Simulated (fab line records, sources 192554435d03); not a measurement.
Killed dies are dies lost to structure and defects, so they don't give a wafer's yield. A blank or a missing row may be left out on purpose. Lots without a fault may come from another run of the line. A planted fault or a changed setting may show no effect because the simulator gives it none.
fab line records | flow n5_finfet
record lots=5 wafers=15 last_day=18
route steps=1938 shown PMOS_HMC_CHANNEL_EPI@75 FIN_SAQP@90 STI_FIN_REVEAL@205 BEOL_M4@1111 PASSIVATION@1936
lots that met no fault: from a run of the same line without faults
start_h: hours from the record's first day to the start of the lot's first wafer shown | wait_h: hours since the lot's step before | " the same as in the row above | L1.1+2: a row that stands for several wafers | - no value, or no start given | * or withheld: withheld | < > ~ a bound
route shown NAME@n: a module of which the file shows steps, and the number in the route of the first | usual: mean/standard deviation of fault-free wafers | same: alike in all rows | chamber/n: place in a boat | sites: the reading at each site | _std_site: their standard deviation | _edge_site: outer sites' mean less inner sites' | radius_mm: how far each site lies from the wafer's centre | mask NAME#n: copy n | behind: the tool/chamber that last shaped the wafer | hold: why the lot was held/for how many hours/how that ended | device: the transistor (n, p or np) that didn't switch | end of line: the same wafers' tests at the end of the route | a step without rows: its recipe alone | killed: dies lost to structure and defects at the first sort, not the wafer's yield | map: a wafer's dies, x killed, . not, _ none there
set.NAME: the setting as run; set.NAME@STEP: as run at that earlier step | model.NAME: the simulator's own value behind a step, which no gauge read
lots at some steps of the route; a table a step, a row a wafer
services: from which hour (start_h, from the record's first day; less than 0 if before it) a tool's chamber was out of use, for how many hours, and why
## steps
# step N5_PMOS_HMC_CHANNEL_EPI_PRECLEAN_36
# recipe chemistry=O3/DIW time_s=45 temp_c=22 o3_ppm=10
# step N5_PMOS_HMC_CHANNEL_EPI_PRECLEAN_18
# recipe chemistry=DHF time_s=30 temp_c=25 dilution=withheld
# step N5_PMOS_HMC_CHANNEL_EPI_SRD_19
# recipe dry=ipa_marangoni do_ppb=5 time_s=30 temp_c=23 rinse_liquid=diw
# step N5_PMOS_HMC_CHANNEL_EPI_EPI_20
# recipe material=SiGe30 mask_material=SiO2 pressure_torr=20 target_thk_a=590 temp_c=600
# step N5_PMOS_HMC_CHANNEL_EPI_HM_STRIP_35
# recipe chemistry=dHF temp_c=25 material=SiO2 target=SiO2 target_depth_a=396 time_s=216
# step N5_PMOS_HMC_CHANNEL_EPI_SRD_39
# recipe dry=ipa_marangoni time_s=30 temp_c=23 rinse_liquid=diw
# step N5_PMOS_HMC_CHANNEL_EPI_CMP_21
# recipe material=SiGe30 post_cmp_clean=alkaline_brush target_thk_nm=54
# usual motor_current_A=12.2/1.1
# columns lot.wafer tool chamber start_h wait_h motor_current_A
L724.1 cmp-01 1 25.44 0.1 14.9
L724.2 " 3 " " 11.2
L724.5 " 0 " " 10.9
L730.1 cmp-01 3 67.95 0.0 10.7
L730.3 " 1 " " 14.3
L730.6 " 0 " " 10.0
L740.1 cmp-04 1 121.57 0.0 13.2
L740.3 " 0 " " 12.3
L740.5 " 2 " " 12.2
L745.4 cmp-02 2 151.47 0.0 12.9
L745.5 " 2 " " 13.4
L745.6 " 3 " " 10.9
L746.2 cmp-02 2 159.77 0.1 12.6
L746.3 " 0 " " 11.5
L746.6 " 2 " " 13.0
# step N5_PMOS_HMC_CHANNEL_EPI_THK_MEAS_22
# recipe reads=SiGe30_of_PMOS_HMC_CHANNEL_EPI_EPI_20
# usual HMC_CMP_THK=53.0/1.4
# columns lot.wafer tool chamber start_h wait_h HMC_CMP_THK[nm]
L724.1 film_metro-02 - 25.69 - 52.0
L724.2 " - " " 52.4
L724.5 " - " " 52.2
L730.1 film_metro-01 - 68.24 - 51.0
L730.3 " - " " 55.2
L730.6 " - " " 52.2
L740.1 film_metro-02 - 121.87 - 52.4
L740.3 " - " " 52.8
L740.5 " - " " 52.8
L745.4 film_metro-01 - 151.77 - 50.4
L745.5 " - " " 54.3
L745.6 " - " " 50.8
L746.2 film_metro-01 - 160.03 - 50.2
L746.3 " - " " 53.8
L746.6 " - " " 54.1
# step N5_PMOS_HMC_CHANNEL_EPI_PRECLEAN_40
# recipe chemistry=DHF time_s=30 temp_c=25 dilution=withheld
# step N5_PMOS_HMC_CHANNEL_EPI_PRECLEAN_37
# recipe chemistry=O3/DIW time_s=45 temp_c=22 o3_ppm=10
# step N5_PMOS_HMC_CHANNEL_EPI_PRECLEAN_24
# recipe chemistry=DHF time_s=30 temp_c=25 dilution=withheld
# step N5_PMOS_HMC_CHANNEL_EPI_SRD_25
# recipe dry=ipa_marangoni do_ppb=5 time_s=30 temp_c=23 rinse_liquid=diw
# step N5_PMOS_HMC_CHANNEL_EPI_EPI_26
# recipe material=Si target_thk_a=38 temp_c=650 precursor=SiH4/H2 pressure_torr=20 time_s=22.7
# usual throttle_valve_pct=11.4/0.31
# columns lot.wafer tool chamber start_h wait_h throttle_valve_pct model.Si_of_PMOS_HMC_CHANNEL_EPI_EPI_26.thk_nm
L724.1 epi_rpcvd-01 0 25.80 0.0 11.2 3.779
L724.2 " 0 " " 11.2 3.776
L724.5 " 0 " " 11.6 3.818
L730.1 epi_rpcvd-02 0 68.35 0.0 11.9 3.765
L730.3 " 0 " " 12.0 5.68
L730.6 " 0 " " 11.8 3.75
L740.1 epi_rpcvd-01 0 121.98 0.0 11.1 3.844
L740.3 " 0 " " 11.4 3.816
L740.5 " 0 " " 11.4 3.87
L745.4 epi_rpcvd-02 0 152.03 0.2 11.7 3.842
L745.5 " 0 " " 11.8 3.832
L745.6 " 0 " " 11.9 3.82
L746.2 epi_rpcvd-01 0 160.19 0.1 11.5 3.766
L746.3 " 0 " " 11.3 3.73
L746.6 " 0 " " 11.3 3.772
# step N5_PMOS_HMC_CHANNEL_EPI_INSPECT_30
# recipe inspect_instrument=darkfield mode=post_epi
# usual raw_defect_count=20/7
# columns lot.wafer tool chamber start_h wait_h raw_defect_count
L724.1 defect_inspect-01 - 26.17 0.0 24
L724.2 " - " " 14
L724.5 " - " " 47
L730.1 defect_inspect-02 - 68.82 0.0 20
L730.3 " - " " 27
L730.6 " - " " 23
L740.1 defect_inspect-01 - 122.36 0.0 19
L740.3 " - " " 27
L740.5 " - " " 27
L745.4 defect_inspect-01 - 152.26 0.0 15
L745.5 " - " " 21
L745.6 " - " " 11
L746.2 defect_inspect-01 - 160.51 0.0 25
L746.3 " - " " 19
L746.6 " - " " 33
# step N5_FIN_SAQP_PRECLEAN_42
# recipe chemistry=O3/DIW time_s=60 temp_c=22 o3_ppm=10
# step N5_FIN_SAQP_PRECLEAN_00
# recipe chemistry=SC1 time_s=60 temp_c=55 mix=1:2:50
# step N5_FIN_SAQP_PRECLEAN_44
# recipe chemistry=SC2 time_s=45 temp_c=35 mix=1:1:50
# step N5_FIN_SAQP_SRD_01
# recipe dry=ipa_marangoni time_s=30 temp_c=23 rinse_liquid=diw
# step N5_FIN_SAQP_ALD_61
# recipe material=SiO2 target_thk_a=40 temp_c=300 ald_precursor_family=BDEAS ald_co_reactant=O2-plasma pulse_time_s=1 purge_time_s=2 co_reactant_purge_time_s=2 ald_cycles=43 pressure_torr=2
# usual heater_power_w=460/28 precursor_pulse_height_rel=1.000/0.02
# columns lot.wafer tool chamber start_h wait_h heater_power_w precursor_pulse_height_rel
L724.1 ald_sin-04 0 26.40 0.1 509 0.969
L724.2 " 3 " " 458 0.998
L724.5 " 3 " " 453 1.022
L730.1 ald_sin-01 3 69.11 0.2 440 1.016
L730.3 " 0 " " 471 1.001
L730.6 " 3 " " 454 0.994
L740.1 ald_sin-04 1 122.55 0.0 465 1.034
L740.3 " 2 " " 468 0.992
L740.5 " 1 " " 475 0.989
L745.4 ald_sin-01 3 152.53 0.1 496 0.982
L745.5 " 0 " " 441 0.982
L745.6 " 2 " " 462 0.984
L746.2 ald_sin-04 3 160.64 0.0 447 1.013
L746.3 " 0 " " 505 0.993
L746.6 " 0 " " 484 0.990
# step N5_FIN_SAQP_DENSIFY_62
# recipe temp_c=700 time_s=60 ambient=N2 idle_temp_c=600 ramp_up_c_per_s=150 ramp_down_c_per_s=60 cool_to_c=600
# step N5_FIN_SAQP_HM_DEP_03
# recipe material=SiNx target_thk_a=380 temp_c=400 precursor=SiH4/NH3/N2 pressure_torr=1.5 rf_w=300 time_s=33.6
# usual heater_power_w=784/98 showerhead_plenum_p_Torr=5.16/0.08 throttle_valve_pct=39.3/2.3
# columns lot.wafer tool chamber start_h wait_h heater_power_w showerhead_plenum_p_Torr throttle_valve_pct
L724.1 pecvd-03 0 26.89 0.2 994 5.03 40.3
L724.2 " 2 " " 832 5.23 36.9
L724.5 " 2 " " 836 5.22 36.6
L730.1 pecvd-02 1 69.80 0.2 669 5.24 43.5
L730.3 " 2 " " 743 5.20 38.4
L730.6 " 2 " " 738 5.20 38.3
L740.1 pecvd-04 0 122.98 0.2 869 5.03 36.9
L740.3 " 2 " " 753 5.14 37.2
L740.5 " 1 " " 846 5.20 37.9
L745.4 pecvd-04 1 152.89 0.1 840 5.18 37.8
L745.5 " 2 " " 675 5.16 37.3
L745.6 " 0 " " 846 5.01 37.3
L746.2 pecvd-03 2 161.05 0.2 874 5.24 37.2
L746.3 " 1 " " 730 5.03 40.3
L746.6 " 1 " " 722 5.03 40.2
# step N5_FIN_SAQP_THK_MEAS_05
# usual thk_nm=37.8/0.5
# columns lot.wafer tool chamber start_h wait_h thk_nm
L724.1 film_metro-01 - 26.97 0.1 37.4
L724.2 " - " " 37.9
L724.5 " - " " 38.4
L730.1 film_metro-02 - 69.89 0.1 37.1
L730.3 " - " " 37.4
L730.6 " - " " 38.2
L740.1 film_metro-02 - 123.07 0.1 37.4
L740.3 " - " " 37.5
L740.5 " - " " 37.6
L745.4 film_metro-02 - 152.95 0.0 38.0
L745.5 " - " " 38.1
L745.6 " - " " 38.6
L746.2 film_metro-01 - 161.14 0.1 37.5
L746.3 " - " " 37.5
L746.6 " - " " 38.3
# step N5_FIN_SAQP_PECVD_47
# recipe material=a-Si target_thk_a=450 temp_c=400 precursor=SiH4/He pressure_torr=3 rf_w=100 time_s=36.3
# usual heater_power_w=889/100 showerhead_plenum_p_Torr=5.66/0.067 throttle_valve_pct=17.7/0.88
# columns lot.wafer tool chamber start_h wait_h heater_power_w showerhead_plenum_p_Torr throttle_valve_pct
L724.1 pecvd-04 1 27.01 0.0 958 5.72 17.2
L724.2 " 0 " " 831 5.57 16.9
L724.5 " 1 " " 955 5.73 17.4
L730.1 pecvd-04 0 69.93 0.0 786 5.58 16.7
L730.3 " 2 " " 735 5.69 16.8
L730.6 " 0 " " 812 5.58 16.6
L740.1 pecvd-03 0 123.11 0.0 913 5.58 18.5
L740.3 " 2 " " 843 5.73 16.8
L740.5 " 0 " " 938 5.60 18.6
L745.4 pecvd-03 1 153.01 0.1 889 5.60 18.5
L745.5 " 0 " " 1047 5.61 18.3
L745.6 " 2 " " 976 5.75 16.9
L746.2 pecvd-02 0 161.18 0.0 823 5.69 18.3
L746.3 " 1 " " 713 5.75 19.9
L746.6 " 0 " " 820 5.70 18.6
# step N5_FIN_SAQP_PECVD_48
# recipe material=SiNx target_thk_a=250 temp_c=400 precursor=SiH4/NH3/N2 pressure_torr=1.5 rf_w=300 time_s=22.1
# step N5_FIN_SAQP_PECVD_06
# recipe material=a-Si target_thk_a=600 temp_c=400 precursor=SiH4/He pressure_torr=3 rf_w=100 time_s=48.1
# step N5_FIN_SAQP_THK_MEAS_07
# usual thk_nm=60.1/0.98
# columns lot.wafer tool chamber start_h wait_h thk_nm
L724.1 film_metro-01 - 27.25 0.1 58.9
L724.2 " - " " 60.2
L724.5 " - " " 60.3
L730.1 film_metro-01 - 70.10 0.1 59.7
L730.3 " - " " 59.3
L730.6 " - " " 60.8
L740.1 film_metro-01 - 123.28 0.1 59.6
L740.3 " - " " 59.6
L740.5 " - " " 60.8
L745.4 film_metro-02 - 153.16 0.0 59.9
L745.5 " - " " 60.9
L745.6 " - " " 60.4
L746.2 film_metro-02 - 161.35 0.1 60.5
L746.3 " - " " 60.8
L746.6 " - " " 61.1
# step N5_FIN_SAQP_HM_DEP_72
# recipe material=SiO2 target_thk_a=120 temp_c=400 precursor=SiH4/N2O pressure_torr=0.75 rf_w=275 time_s=7.2
# step N5_FIN_SAQP_COAT_49
# recipe resist=SOC temp_c=250 time_s=60 spin_rpm=1500 resist_thk_nm=100
# step N5_FIN_SAQP_COAT_50
# recipe resist=SiARC temp_c=220 time_s=60 spin_rpm=1500 resist_thk_nm=35
# step N5_FIN_SAQP_COAT_10
# recipe resist=CAR-ArF spin_rpm=1500 resist_thk_nm=90
# step N5_FIN_SAQP_EBR_12
# recipe solvent=PGMEA ebr_width_mm=1.5
# step N5_FIN_SAQP_SOFTBAKE_11
# recipe temp_c=110 time_s=60 resist=CAR-ArF
# step N5_FIN_SAQP_EXPOSE_13
# recipe mask_id=FIN_CORE na=1.35 source_shape=dipole sigma_inner=0.538 sigma_outer=0.738 polarization=te target_cd_nm=35.6 dose_mj=63.25
# step N5_FIN_SAQP_PEB_14
# recipe peb_temp_c=withheld peb_time_s=60 resist=CAR-ArF
# step N5_FIN_SAQP_DEVELOP_15
# recipe develop_time_s=30 developer=TMAH resist=CAR-ArF dev_temp_c=23 rinse_liquid=diw dry=air_spin
# step N5_FIN_SAQP_CD_MEAS_16
# recipe target_cd_nm=35.6 landing_energy_ev=500 detector=se_inlens
# usual cd_nm=35.5/0.35
# columns lot.wafer tool chamber start_h wait_h cd_nm
L724.1 cd_sem-02 0 27.61 - 35.5
L724.2 " 0 " " 35.8
L724.5 " 0 " " 35.4
L730.1 cd_sem-02 0 70.62 - 35.6
L730.3 " 0 " " 35.6
L730.6 " 0 " " 35.0
L740.1 cd_sem-01 0 123.63 - 35.5
L740.3 " 0 " " 35.5
L740.5 " 0 " " 35.1
L745.4 cd_sem-03 0 153.52 - 35.3
L745.5 " 0 " " 35.3
L745.6 " 0 " " 35.2
L746.2 cd_sem-01 0 161.83 - 35.2
L746.3 " 0 " " 35.8
L746.6 " 0 " " 35.4
# step N5_FIN_SAQP_OVL_MEAS_17
# recipe points_per_wafer=44
# usual FIN_CORE_OVL=-0.4/0.71
# columns lot.wafer tool chamber start_h wait_h FIN_CORE_OVL[nm]
L724.1 overlay-01 0 27.65 0.0 -0.8
L724.2 " 0 " " 0.4
L724.5 " 0 " " -0.3
L730.1 overlay-02 0 70.67 0.0 0.5
L730.3 " 0 " " -0.7
L730.6 " 0 " " -0.8
L740.1 overlay-02 0 123.67 0.0 -0.4
L740.3 " 0 " " -0.4
L740.5 " 0 " " -0.3
L745.4 overlay-02 0 153.55 0.0 0.4
L745.5 " 0 " " -0.9
L745.6 " 0 " " -0.3
L746.2 overlay-01 0 161.87 0.0 -0.8
L746.3 " 0 " " -0.7
L746.6 " 0 " " 0.2
# step N5_FIN_SAQP_INSPECT_18
# recipe mode=adi inspect_instrument=brightfield
# usual raw_defect_count=434/110
# columns lot.wafer tool chamber start_h wait_h raw_defect_count
L724.1 defect_inspect-02 - 27.67 0.0 625
L724.2 " - " " 485
L724.5 " - " " 519
L730.1 defect_inspect-02 - 70.69 0.0 390
L730.3 " - " " 412
L730.6 " - " " 601
L740.1 defect_inspect-01 - 123.70 0.0 288
L740.3 " - " " 357
L740.5 " - " " 294
L745.4 defect_inspect-02 - 153.58 0.0 388
L745.5 " - " " 556
L745.6 " - " " 548
L746.2 defect_inspect-01 - 161.90 0.0 532
L746.3 " - " " 465
L746.6 " - " " 354
# step N5_FIN_SAQP_DESCUM_21
# recipe chemistry=O2 time_s=7.9 source_power_w=50 bias_power_w=20 pressure_mtorr=20 rf_frequency_hz=2.712e+07 temp_c=40 resist=CAR-ArF o2_flow_sccm=225
# step N5_FIN_SAQP_ETCH_51
# recipe chemistry=CF4 target=SiARC target_depth_a=455 mask_material=CAR-ArF time_s=75.8 ion_energy_ev=80 pressure_mtorr=40 source_w=545 bias_w=36 Ar_flow_sccm=100 cf4_flow_sccm=100 ends=cleared
# usual drypump_motor_current_A=5.7/0.33 etch_rf_on_time_s=74.4/2.1 oes_product_au=0.67/0.076 rf_vpp_V=184.1/1.2 showerhead_plenum_p_Torr=2.14/0.073 throttle_valve_pct=15.70/0.28
# columns lot.wafer tool chamber start_h wait_h drypump_motor_current_A etch_rf_on_time_s oes_product_au rf_hours_counter_h rf_vpp_V showerhead_plenum_p_Torr throttle_valve_pct
L724.1 rie_diel-01 0 27.74 0.0 6.2 72.0 0.75 66 184.0 2.19 15.68
L724.2 " 1 " " 5.9 77.1 0.72 51 186.3 2.24 15.28
L724.5 " 2 " " 6.2 77.7 0.61 - 184.2 2.22 15.91
L730.1 rie_diel-05 2 70.85 0.0 5.8 73.8 0.60 244 182.0 2.12 16.29
L730.3 " 0 " " 5.8 75.4 0.66 151 183.4 2.12 15.47
L730.6 " 0 " " 5.8 75.0 0.66 - 184.3 2.12 15.48
L740.1 rie_diel-03 1 123.77 0.0 5.4 73.2 0.63 191 182.1 2.05 15.87
L740.3 " 2 " " 5.8 75.3 0.64 152 183.6 2.07 15.62
L740.5 " 2 " " 5.7 75.4 0.65 - 183.8 2.07 15.60
L745.4 rie_diel-03 3 155.24 0.0 5.7 71.5 0.75 - 183.3 2.18 15.43
L745.5 " 0 " " 5.6 73.3 0.61 - 185.1 2.21 16.00
L745.6 " 1 " " 5.4 72.5 0.62 - 182.5 2.04 15.89
L746.2 rie_diel-03 3 162.52 0.0 5.6 71.9 0.75 58 183.0 2.18 15.46
L746.3 " 1 " " 5.4 73.1 0.62 209 183.4 2.04 15.91
L746.6 " 1 " " 5.4 73.8 0.61 - 182.2 2.04 15.89
# step N5_FIN_SAQP_ETCH_52
# recipe chemistry=N2/H2 target=SOC target_depth_a=1000 overetch_a=200 mask_material=SiARC temp_c=40 time_s=150 ion_energy_ev=200 pressure_mtorr=30 source_w=840 bias_w=150 n2_flow_sccm=200 h2_flow_sccm=200 ends=end_point
# step N5_STI_FIN_REVEAL_CLEAN_19
# recipe chemistry=O3/DIW temp_c=25 time_s=120 o3_ppm=10
# columns lot.wafer tool chamber start_h wait_h model.Si_of_PMOS_HMC_CHANNEL_EPI_EPI_26.thk_nm
L724.1+2+5 wet_bench-05 1,0,6 42.76 0.1 2.4
L730.1+6 wet_bench-01 0,6 87.83 0.1 2.4
L730.3 " 1 " " 4.4
L740.1+3 wet_bench-05 1,7 138.31 0.1 2.4
L740.5 " 6 " " 2.6
L745.4 wet_bench-05 5 172.15 0.1 2.6
L745.5+6 " 7,3 " " 2.4
L746.2+3+6 wet_bench-05 6,7,0 178.09 0.1 2.4
# step N5_BEOL_M4_RC_MEAS_101
# usual CJ_N=4.41/0.11 DIBL_N=35.4/2.1 DIBL_P=34.8/2.6 IOFF_N=0.15/0.037 IOFF_P=0.19/0.037 ION_N=677/16 ION_P=462/9.3 SS_N=71.4/0.75 SS_P=72.9/0.77 VT_N=250/3.7 VT_P=-251/3.5
# columns lot.wafer tool chamber start_h wait_h CJ_N DIBL_N[mV/V] DIBL_P[mV/V] IOFF_N[nA/um] IOFF_P[nA/um] ION_N[uA/um] ION_P[uA/um] SS_N[mV/dec] SS_P[mV/dec] VT_N[mV] VT_P[mV]
L724.1 prober-02 0 183.59 0.0 4.55 31.6 28.4 0.09 0.16 664 473 70.1 72.4 255 -252
L724.2 " 0 " " 4.37 35.5 33.2 0.14 0.21 680 470 71.0 72.9 250 -249
L724.5 " 0 " " 4.52 34.3 31.4 0.13 0.18 680 463 70.9 72.7 248 -249
L730.1 prober-01 0 226.83 0.5 4.24 35.7 34.1 0.15 0.19 686 465 70.6 72.4 248 -251
L730.3 " 0 " " 4.03 41.0 40.8 0.25 0.28 705 469 71.6 75.3 244 -248
L730.6 " 0 " " 4.26 33.8 31.5 0.12 0.15 681 463 70.1 72.3 252 -254
L740.1 prober-01 0 269.81 0.0 4.41 33.0 32.2 0.12 0.15 667 451 71.0 72.1 253 -254
L740.3 " 0 " " 4.45 36.1 35.6 0.17 0.19 693 462 71.9 72.9 252 -252
L740.5 " 0 " " 4.26 34.8 35.3 0.15 0.19 678 465 70.8 73.2 252 -252
L746.2 prober-02 0 326.19 0.2 4.58 36.8 37.0 0.18 0.19 703 462 72.1 73.5 248 -252
L746.3 " 0 " " 4.26 34.6 36.3 0.15 0.20 689 468 71.3 72.6 247 -252
L746.6 " 0 " " 4.51 33.5 32.9 0.12 0.15 680 463 71.7 72.2 251 -256
L745.4 prober-01 0 327.77 0.5 4.37 34.0 33.9 0.13 0.20 675 474 70.4 71.8 249 -246
L745.5 " 0 " " 4.41 33.2 32.4 0.12 0.19 665 467 70.2 71.5 251 -248
L745.6 " 0 " " 4.44 35.3 34.1 0.14 0.19 678 465 72.1 72.5 252 -249
# step N5_PASSIVATION_PROBE_49
# usual defect_limited_yield=90.5/1.7 killed_at_M0_to_M3=37/12 killed_at_M4_up=14/5.2 killed_at_contacts=12/5.9 killed_at_front_end=45/14 killed_at_other=3.5/2.8 killed_dies=112/21 killed_open=73/15 killed_short=36/8.9 sort_bin_5_function=5.6/1.2 sort_bin_6_memory=3.5/0.68 sort_n_pass=1068/21 sort_yield_pct=90.5/1.8
# same gross_dies=1180 killed_at_back_side=0 sort_bin_4_leakage[%]=0 sort_bin_8_speed[%]=0
# columns lot.wafer tool chamber start_h wait_h defect_limited_yield[%] killed_at_M0_to_M3 killed_at_M4_up killed_at_contacts killed_at_front_end killed_at_other killed_dies killed_open killed_short sort_bin_5_function[%] sort_bin_6_memory[%] sort_n_pass sort_yield_pct[%]
L724.1 prober-02 - 300.92 0.0 91.8 33 20 2 39 3 97 70 27 4.8 3.0 1083 91.8
L724.2 prober-02 - 300.97 0.1 88.1 47 20 5 65 3 140 92 47 6.6 4.9 1040 88.1
L724.5 prober-02 - 301.12 0.2 91.5 29 11 11 47 2 100 60 40 5.3 2.5 1080 91.5
L730.1 prober-02 - 336.62 0.0 90.2 32 19 19 46 0 116 85 29 4.9 4.5 1064 90.2
L730.3 prober-02 - 336.72 0.1 89.5 41 9 18 54 2 124 86 36 6.8 3.5 1056 89.5
L730.6 prober-02 - 336.87 0.3 91.4 30 12 12 46 2 102 70 28 4.9 3.4 1078 91.4
L740.1 prober-01 - 379.61 0.4 90.7 31 11 18 47 3 110 73 36 4.2 4.7 1070 90.7
L740.3 prober-01 - 379.71 0.5 91.2 39 16 21 27 1 104 58 45 5.6 2.6 1076 91.2
L740.5 prober-01 - 379.81 0.6 92.3 17 16 20 38 0 91 58 32 5.0 2.5 1089 92.3
L745.4 prober-01 - 436.54 0.2 90.8 41 17 19 30 1 108 69 31 4.7 3.6 1072 90.8
L745.5 prober-01 - 436.59 0.2 91.6 32 21 12 34 0 99 67 29 4.7 3.4 1081 91.6
L745.6 prober-01 - 436.64 0.3 90.1 52 18 21 26 0 117 79 34 5.7 3.7 1063 90.1
L746.2 prober-01 - 438.10 0.1 92.5 38 13 6 26 6 89 63 26 3.7 3.4 1091 92.5
L746.3 prober-01 - 438.15 0.1 90.8 24 17 11 49 7 108 75 32 5.1 3.6 1072 90.8
L746.6 prober-01 - 438.30 0.3 90.3 48 21 12 34 0 115 72 40 4.8 4.5 1065 90.3
# killed by level:class
L724.1 BEOL_M3:geometric_particle:open=11 BEOL_M4:geometric_particle:open=11 FIN_SAQP:geometric_particle:open=10 BEOL_M2:geometric_particle:open=10 FIN_SAQP:geometric_particle:short=7 DUMMY_GATE:geometric_particle:open=6 GATE_CUT:geometric_particle:open=4 GATE_CUT:geometric_particle:short=4
L724.2 FIN_SAQP:geometric_particle:open=17 FIN_SAQP:geometric_particle:short=17 STI_FIN_REVEAL:geometric_particle:open=14 BEOL_M4:geometric_particle:open=12 BEOL_M0_SAQP:geometric_particle:open=10 BEOL_M0_SAQP:geometric_particle:short=10 BEOL_M2:geometric_particle:open=10 BEOL_M3:geometric_particle:open=10
L724.5 MOL_CONTACT_COAG:geometric_particle:open=11 FIN_SAQP:geometric_particle:short=9 STI_FIN_REVEAL:geometric_particle:open=8 GATE_CUT:geometric_particle:short=8 BEOL_M3:geometric_particle:open=7 FIN_SAQP:geometric_particle:open=6 BEOL_M0:geometric_particle:short=6 BEOL_M4:geometric_particle:open=6
L730.1 MOL_CONTACT_COAG:geometric_particle:open=16 FIN_SAQP:geometric_particle:open=13 STI_FIN_REVEAL:geometric_particle:open=10 BEOL_M4:geometric_particle:open=10 BEOL_M1:geometric_particle:short=8 BEOL_M0:geometric_particle:open=6 BEOL_M1:geometric_particle:open=6 BEOL_M2:geometric_particle:open=4
L730.3 MOL_CONTACT_COAG:geometric_particle:open=17 FIN_SAQP:geometric_particle:open=14 STI_FIN_REVEAL:geometric_particle:open=14 BEOL_M0_SAQP:geometric_particle:short=11 BEOL_M0_SAQP:geometric_particle:open=10 FIN_SAQP:geometric_particle:short=9 BEOL_M2:geometric_particle:open=7 BEOL_M3:geometric_particle:open=6
L730.6 FIN_SAQP:geometric_particle:open=22 MOL_CONTACT_COAG:geometric_particle:open=12 BEOL_M3:geometric_particle:open=8 FIN_SAQP:geometric_particle:short=6 BEOL_M2:geometric_particle:open=6 BEOL_M0_SAQP:geometric_particle:short=6 STARTING-WAFER:geometric_particle:short=4 ILD0:geometric_particle:short=3
L740.1 MOL_CONTACT_COAG:geometric_particle:open=15 FIN_SAQP:geometric_particle:open=13 BEOL_M0_SAQP:geometric_particle:open=12 FIN_SAQP:geometric_particle:short=10 STARTING-WAFER:geometric_particle:short=6 BEOL_M1:geometric_particle:open=5 BEOL_M0_SAQP:geometric_particle:short=4 BEOL_M3:geometric_particle:open=3
L740.3 BEOL_M0_SAQP:geometric_particle:short=14 BEOL_M0_SAQP:geometric_particle:open=13 MOL_CONTACT_COAG:geometric_particle:open=12 MOL_CONTACT_COAG:geometric_particle:short=8 FIN_SAQP:geometric_particle:short=7 BEOL_M4:geometric_particle:open=6 STI_FIN_REVEAL:geometric_particle:open=4 BEOL_M1:geometric_particle:short=4
L740.5 MOL_CONTACT_COAG:geometric_particle:open=13 FIN_SAQP:geometric_particle:open=12 FIN_SAQP:geometric_particle:short=9 MOL_CONTACT_COAG:geometric_particle:short=7 BEOL_M0_SAQP:geometric_particle:open=6 BEOL_M0_SAQP:geometric_particle:short=6 BEOL_M8:geometric_particle:open=5 BEOL_M4:geometric_particle:open=5
L745.4 MOL_CONTACT_COAG:geometric_particle:open=15 BEOL_M0_SAQP:geometric_particle:open=14 BEOL_M0_SAQP:geometric_particle:short=9 BEOL_M1:geometric_particle:open=6 BEOL_M4:geometric_particle:open=5 DUMMY_GATE:geometric_particle:open=4 MOL_CONTACT_COAG:geometric_particle:short=4 BEOL_M2:geometric_particle:open=4
L745.5 BEOL_M0_SAQP:geometric_particle:short=15 MOL_CONTACT_COAG:geometric_particle:open=9 FIN_SAQP:geometric_particle:open=9 GATE_CUT:geometric_particle:open=8 BEOL_M4:geometric_particle:open=8 BEOL_M0_SAQP:geometric_particle:open=6 FIN_SAQP:geometric_particle:short=4 BEOL_M1:geometric_particle:open=4
L745.6 BEOL_M0_SAQP:geometric_particle:open=19 MOL_CONTACT_COAG:geometric_particle:open=17 BEOL_M0_SAQP:geometric_particle:short=13 BEOL_M4:geometric_particle:open=9 BEOL_M2:geometric_particle:open=8 STI_FIN_REVEAL:geometric_particle:open=7 FIN_SAQP:geometric_particle:open=5 STI_FIN_REVEAL:geometric_particle:short=4
L746.2 BEOL_M0:geometric_particle:open=8 BEOL_M2:geometric_particle:open=7 BEOL_M3:geometric_particle:open=6 STI_FIN_REVEAL:geometric_particle:open=5 MOL_CONTACT_COAG:geometric_particle:open=5 ILD0:geometric_particle:open=4 BEOL_M0_SAQP:geometric_particle:short=4 BEOL_M0_SAQP:geometric_particle:open=4
L746.3 STI_FIN_REVEAL:geometric_particle:open=12 MOL_CONTACT_COAG:geometric_particle:open=8 BEOL_M3:geometric_particle:open=8 BEOL_M4:geometric_particle:open=7 FIN_SAQP:geometric_particle:short=5 FIN_SAQP:geometric_particle:open=5 DUMMY_GATE:geometric_particle:open=5 BEOL_M0_SAQP:geometric_particle:open=5
L746.6 STI_FIN_REVEAL:geometric_particle:open=9 BEOL_M0_SAQP:geometric_particle:open=9 BEOL_M0:geometric_particle:open=9 BEOL_M4:geometric_particle:open=9 MOL_CONTACT_COAG:geometric_particle:open=8 BEOL_M1:geometric_particle:open=8 BEOL_M1:geometric_particle:short=7 FIN_SAQP:geometric_particle:short=6
## services
# columns tool chamber start_h hours kind
epi_rpcvd-02 - 2.04 27.2 pm
pecvd-02 - 7.76 2.5 repair
ald_sin-01 1 7.90 5.7 repair
cmp-01 - 10.22 1.8 repair
cmp-02 - 10.38 0.8 repair
rie_diel-03 2 17.48 1.4 repair
cmp-01 - 27.71 4.0 pm
cmp-02 - 31.48 5.2 pm
pecvd-03 - 32.50 1.1 repair
rie_diel-03 - 33.78 0.2 repair
pecvd-03 - 43.01 0.8 repair
wet_bench-05 - 43.22 6.9 repair
ald_sin-01 - 47.66 0.5 repair
rie_diel-03 1 52.70 4.1 repair
ald_sin-04 1 59.41 3.4 repair
rie_diel-03 2 60.98 1.8 repair
epi_rpcvd-01 - 67.95 8.1 pm
epi_rpcvd-01 - 77.84 0.6 repair
epi_rpcvd-01 - 118.65 2.8 pm
pecvd-04 0 136.78 13.9 repair
rie_diel-03 3 149.91 2.5 repair
pecvd-03 - 161.43 0.3 repair
pecvd-04 1 170.87 13.4 repair
ald_sin-04 - 170.99 6.1 pm
## key
first_sign step=N5_BEOL_M4_RC_MEAS_101 reading=CJ_N direction=down sigmas=3.6 usual=4.41 struck=4.03
effect none on later readings
model_effect step=N5_PMOS_HMC_CHANNEL_EPI_EPI_26 value=Si_of_PMOS_HMC_CHANNEL_EPI_EPI_26.thk_nm without=3.789 struck=5.68
model_effect step=N5_STI_FIN_REVEAL_CLEAN_19 value=Si_of_PMOS_HMC_CHANNEL_EPI_EPI_26.thk_nm without=2.4 struck=4.4
met_at N5_PMOS_HMC_CHANNEL_EPI_EPI_26
struck_wafers L730.3
fault kind=process_parameter_drift tool=epi_rpcvd-02 chamber=- onset_h=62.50 steps=N5_PMOS_HMC_CHANNEL_EPI_EPI_26 channel=time_s offset=* shape=step end_h=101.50 scope=struck_wafers_only acts_in=* stated=*
